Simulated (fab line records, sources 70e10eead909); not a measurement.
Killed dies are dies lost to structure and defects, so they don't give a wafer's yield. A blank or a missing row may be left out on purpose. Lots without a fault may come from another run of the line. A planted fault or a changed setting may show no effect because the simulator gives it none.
Which tool did it? | flow nand_harc | 12 lots, 36 wafers sampled, at 6 steps of a route of 1302

WHAT THE GAUGES READ, wafer by wafer
NHARC_A_SGD_CUT_INSPECT_25. Usual: raw_defect_count 394, standard deviation 86.
lot  | measured     | on                | raw_defect_count | flag
L999 | day 19 20:35 | defect_inspect-01 | 551 415 400      |
L100 | day 19 20:34 | defect_inspect-02 | 270 342 305      |
L101 | day 20 16:41 | defect_inspect-01 | 335 361 377      |
L104 | day 21 12:12 | defect_inspect-01 | 416 396 296      |
L105 | day 21 23:06 | defect_inspect-02 | 386 379 279      |
L108 | day 23 01:07 | defect_inspect-02 | 671 521 399      |
L110 | day 23 17:50 | defect_inspect-02 | 365 376 435      |
L111 | day 24 19:43 | defect_inspect-02 | 587 450 563      |
L113 | day 25 17:02 | defect_inspect-02 | 334 253 363      |
L117 | day 27 10:01 | defect_inspect-01 | 383 430 1658     | OFF
L121 | day 28 23:34 | defect_inspect-01 | 491 361 456      |
L122 | day 29 10:46 | defect_inspect-01 | 397 311 455      |

NHARC_END_SORT_01. Usual: killed_at_array 54, standard deviation 23; killed_at_other 1.2, standard deviation 1.5; killed_at_periphery 3.9, standard deviation 2.5; killed_dies 59, standard deviation 23; killed_open 3.2, standard deviation 1.7; killed_short 2.4, standard deviation 1.6.
lot  | measured     | on        | killed_at_array | killed_at_other | killed_at_periphery | killed_dies | killed_open | killed_short | flag
L111 | day 29 20:56 | prober-01 | 52              | 0               | 3                   | 55          | 4           | 3            |
L113 | day 30 17:50 | prober-02 | 20 23 25        | 0 1 0           | 8 10 4              | 28 34 29    | 5 2 4       | 3 3 1        |
L117 | day 32 06:31 | prober-02 | 75 82 166       | 1 0 0           | 3 4 3               | 79 86 169   | 1 2 3       | 0 3 2        |

WHICH TOOL RAN EACH LOT (tool, then ch and the chambers of the sampled wafers, then the start)
lot  | NHARC_A_SGD_CUT_ETCH_15                       | NHARC_A_SGD_CUT_CMP_21        | NHARC_A_SGD_CUT_ETCH_26             | NHARC_A_SGD_CUT_STRIP_28
L999 | rie_diel-11 ch 0,1,2, day 19 19:50 or earlier | cmp-03 ch 2,3, day 19 19:50   | wet_bench-04 ch 0,5,7, day 19 20:10 | rie_diel-11 ch 1,2, day 19 20:29
L100 | rie_diel-06 ch 0,1,3, day 19 19:50 or earlier | cmp-02 ch 1,2,3, day 19 19:50 | wet_bench-07 ch 3,6,7, day 19 20:10 | rie_diel-06 ch 0,2,3, day 19 20:34 or earlier
L101 | rie_diel-12 ch 0,1, day 20 15:58 or earlier   | cmp-01 ch 0,3, day 20 15:58   | wet_bench-07 ch 0,2,6, day 20 16:17 | rie_diel-12 ch 0,2,3, day 20 16:41 or earlier
L104 | rie_diel-12 ch 1,3, day 21 11:29 or earlier   | cmp-02 ch 0,1,2, day 21 11:29 | wet_bench-07 ch 0,1,5, day 21 11:48 | rie_diel-12 ch 1,2, day 21 12:12 or earlier
L105 | rie_diel-12 ch 0,2,3, day 21 22:19 or earlier | cmp-03 ch 0,3, day 21 22:19   | wet_bench-04 ch 1,2,7, day 21 22:38 | rie_diel-11 ch 2,3, day 21 23:06 or earlier
L108 | rie_diel-12 ch 0,1,2, day 23 00:28 or earlier | cmp-03 ch 1,2,3, day 23 00:28 | wet_bench-03 ch 0,1,6, day 23 00:44 | rie_diel-06 ch 2,3, day 23 01:07 or earlier
L110 | rie_diel-12 ch 0,1, day 23 17:10 or earlier   | cmp-03 ch 0,1,2, day 23 17:10 | wet_bench-03 ch 0,2,6, day 23 17:26 | rie_diel-12 ch 2,3, day 23 17:50 or earlier
L111 | rie_diel-11 ch 0,2,3, day 24 18:59 or earlier | cmp-02 ch 0,2,3, day 24 18:59 | wet_bench-03 ch 5,6,7, day 24 19:20 | rie_diel-06 ch 1,2,3, day 24 19:43 or earlier
L113 | rie_diel-11 ch 1,2, day 25 16:18 or earlier   | cmp-01 ch 0,3, day 25 16:18   | wet_bench-04 ch 2,3,4, day 25 16:37 | rie_diel-11 ch 2,3, day 25 17:02 or earlier
L117 | rie_diel-11 ch 0,1,3, day 27 09:18 or earlier | cmp-03 ch 0,3, day 27 09:18   | wet_bench-03 ch 2,4,7, day 27 09:37 | rie_diel-06 ch 0,1,2, day 27 10:01 or earlier
L121 | rie_diel-12 ch 1,2,3, day 28 22:53 or earlier | cmp-02 ch 1,2,3, day 28 22:53 | wet_bench-04 ch 2,3,5, day 28 23:10 | rie_diel-12 ch 0,1,2, day 28 23:34 or earlier
L122 | rie_diel-06 ch 0,3, day 29 10:04 or earlier   | cmp-02 ch 2,3, day 29 10:04   | wet_bench-07 ch 1,2,3, day 29 10:22 | rie_diel-12 ch 1,2, day 29 10:46 or earlier
- NHARC_A_SGD_CUT_ETCH_15: etches the open film in CH3F/O2, target depth 75 nm, time 64.3 s.
- NHARC_A_SGD_CUT_CMP_21: polishes, target thk 148.19 nm.
- NHARC_A_SGD_CUT_ETCH_26: etches SiO2 in dHF, target depth 45.8 nm.
- NHARC_A_SGD_CUT_STRIP_28: strips in O2, time 20 s.

WHAT THE TOOLS THEMSELVES READ (means of the sampled wafers that have a number; where no wafer has one, the mark that the record gives instead)
NHARC_A_SGD_CUT_ETCH_15. Usual: drypump_motor_current_A 5.5 A, standard deviation 0.43; oes_product_au 0.960 a.u., standard deviation 0.016; rf_vpp_V 263.1 V, standard deviation 1.5; showerhead_plenum_p_Torr 2.41 Torr, standard deviation 0.091; throttle_valve_pct 20.663 %, standard deviation 0.0095.
lot  | tool        | drypump_motor_current_A (A) | oes_product_au (a.u.) | rf_vpp_V (V) | showerhead_plenum_p_Torr (Torr) | throttle_valve_pct (%) | flag
L999 | rie_diel-11 | 5.1                         | 0.958                 | 264.1        | 2.47                            | 20.667                 |
L100 | rie_diel-06 | 5.6                         | 0.965                 | 262.4        | 2.36                            | 20.658                 |
L101 | rie_diel-12 | 5.8                         | 0.976                 | 263.7        | 2.48                            | 20.669                 |
L104 | rie_diel-12 | 5.9                         | 0.961                 | 263.1        | 2.48                            | 20.665                 |
L105 | rie_diel-12 | 5.6                         | 0.972                 | 263.1        | 2.39                            | 20.664                 |
L108 | rie_diel-12 | 5.7                         | 0.975                 | 262.6        | 2.40                            | 20.665                 |
L110 | rie_diel-12 | 5.6                         | 0.965                 | 262.9        | 2.44                            | 20.664                 |
L111 | rie_diel-11 | 5.4                         | 0.926                 | 263.1        | 2.43                            | 20.662                 |
L113 | rie_diel-11 | 5.4                         | 0.966                 | 263.2        | 2.40                            | 20.666                 |
L117 | rie_diel-11 | 5.0                         | 0.975                 | 264.0        | 2.50                            | 20.657                 |
L121 | rie_diel-12 | 5.8                         | 0.945                 | 263.6        | 2.42                            | 20.665                 |
L122 | rie_diel-06 | 5.4                         | 0.964                 | 262.2        | 2.41                            | 20.662                 |

NHARC_A_SGD_CUT_CMP_21. Usual: edge_zone_pressure_frac 1.000, standard deviation 0.0055; motor_current_A 12.0 A, standard deviation 1.4; time_to_endpoint_s 50.2 s, standard deviation 2.3.
lot  | tool   | edge_zone_pressure_frac | motor_current_A (A) | time_to_endpoint_s (s) | flag
L999 | cmp-03 | 0.998                   | 11.2                | 52.5                   |
L100 | cmp-02 | 1.003                   | 11.9                | 49.4                   |
L101 | cmp-01 | 1.009                   | 11.5                | 48.8                   |
L104 | cmp-02 | 1.002                   | 11.3                | 48.5                   |
L105 | cmp-03 | 1.001                   | 12.2                | 49.3                   |
L108 | cmp-03 | 1.000                   | 10.9                | 51.0                   |
L110 | cmp-03 | 0.999                   | 11.5                | 51.5                   |
L111 | cmp-02 | 0.999                   | 11.8                | 50.7                   |
L113 | cmp-01 | 1.002                   | 11.7                | 50.0                   |
L117 | cmp-03 | 0.994                   | 11.9                | 50.4                   |
L121 | cmp-02 | 1.004                   | 12.0                | 47.4                   |
L122 | cmp-02 | 1.000                   | 11.6                | 51.8                   |

NHARC_A_SGD_CUT_STRIP_28. Usual: drypump_motor_current_A 5.5 A, standard deviation 0.44; oes_product_au 0.999 a.u., standard deviation 0.0072; rf_vpp_V 57.7 V, standard deviation 0.83; showerhead_plenum_p_Torr 3.46 Torr, standard deviation 0.12; throttle_valve_pct 17.037 %, standard deviation 0.0088.
lot  | tool        | drypump_motor_current_A (A) | oes_product_au (a.u.) | rf_vpp_V (V) | showerhead_plenum_p_Torr (Torr) | throttle_valve_pct (%) | flag
L999 | rie_diel-11 | 5.1                         | 0.995                 | 58.3         | 3.55                            | 17.042                 |
L100 | rie_diel-06 | 5.2                         | 0.992                 | 57.7         | 3.42                            | 17.039                 |
L101 | rie_diel-12 | 5.6                         | 0.995                 | 57.7         | 3.43                            | 17.046                 |
L104 | rie_diel-12 | 5.6                         | 1.003                 | 57.1         | 3.40                            | 17.033                 |
L105 | rie_diel-11 | 5.6                         | 0.996                 | 57.4         | 3.44                            | 17.033                 |
L108 | rie_diel-06 | 5.0                         | 1.004                 | 57.8         | 3.39                            | 17.041                 |
L110 | rie_diel-12 | 5.7                         | 0.998                 | 57.7         | 3.46                            | 17.034                 |
L111 | rie_diel-06 | 5.4                         | 1.000                 | 57.4         | 3.35                            | 17.039                 |
L113 | rie_diel-11 | 5.6                         | 0.994                 | 57.1         | 3.38                            | 17.030                 |
L117 | rie_diel-06 | 5.6                         | 0.996                 | 57.8         | 3.37                            | 17.035                 |
L121 | rie_diel-12 | 5.6                         | 1.003                 | 57.9         | 3.45                            | 17.035                 |
L122 | rie_diel-12 | 5.7                         | 1.003                 | 57.7         | 3.39                            | 17.036                 |

THE ANSWER, worked out from the rows above alone
Rule: a lot is off if the mean of its wafers that have a number lies more than 3 standard deviations from the usual mean. A lot without any number at a reading at which 4 lots or more have one is off too. The other lots that the step has rows for count as sound. The gauges are gone through in route order, then the tools' own readings, and for those a lot's mean is taken as printed above. The first step at which some lot is off is used, and at that step the reading that is off furthest; a lot without a number counts as furthest.
Off: L117, at NHARC_A_SGD_CUT_INSPECT_25 (raw_defect_count).
A tool fits if, at a process step before that reading, it ran every lot that is off, and no sound lot after the first of them. The gauges at NHARC_A_SGD_CUT_INSPECT_25 are tried like those tools. NHARC_A_SGD_CUT_ETCH_15 gives no start for some lots, so the hours and the order of its lots are those of NHARC_A_SGD_CUT_CMP_21. NHARC_A_SGD_CUT_STRIP_28 gives no start for some lots, so the hours and the order of its lots are those of NHARC_A_SGD_CUT_INSPECT_25. Can't be told from this: 4 tools fit, rie_diel-11 at NHARC_A_SGD_CUT_ETCH_15, cmp-03 at NHARC_A_SGD_CUT_CMP_21, wet_bench-03 at NHARC_A_SGD_CUT_ETCH_26, rie_diel-06 at NHARC_A_SGD_CUT_STRIP_28.

WHAT THE SIMULATOR HAD PUT IN
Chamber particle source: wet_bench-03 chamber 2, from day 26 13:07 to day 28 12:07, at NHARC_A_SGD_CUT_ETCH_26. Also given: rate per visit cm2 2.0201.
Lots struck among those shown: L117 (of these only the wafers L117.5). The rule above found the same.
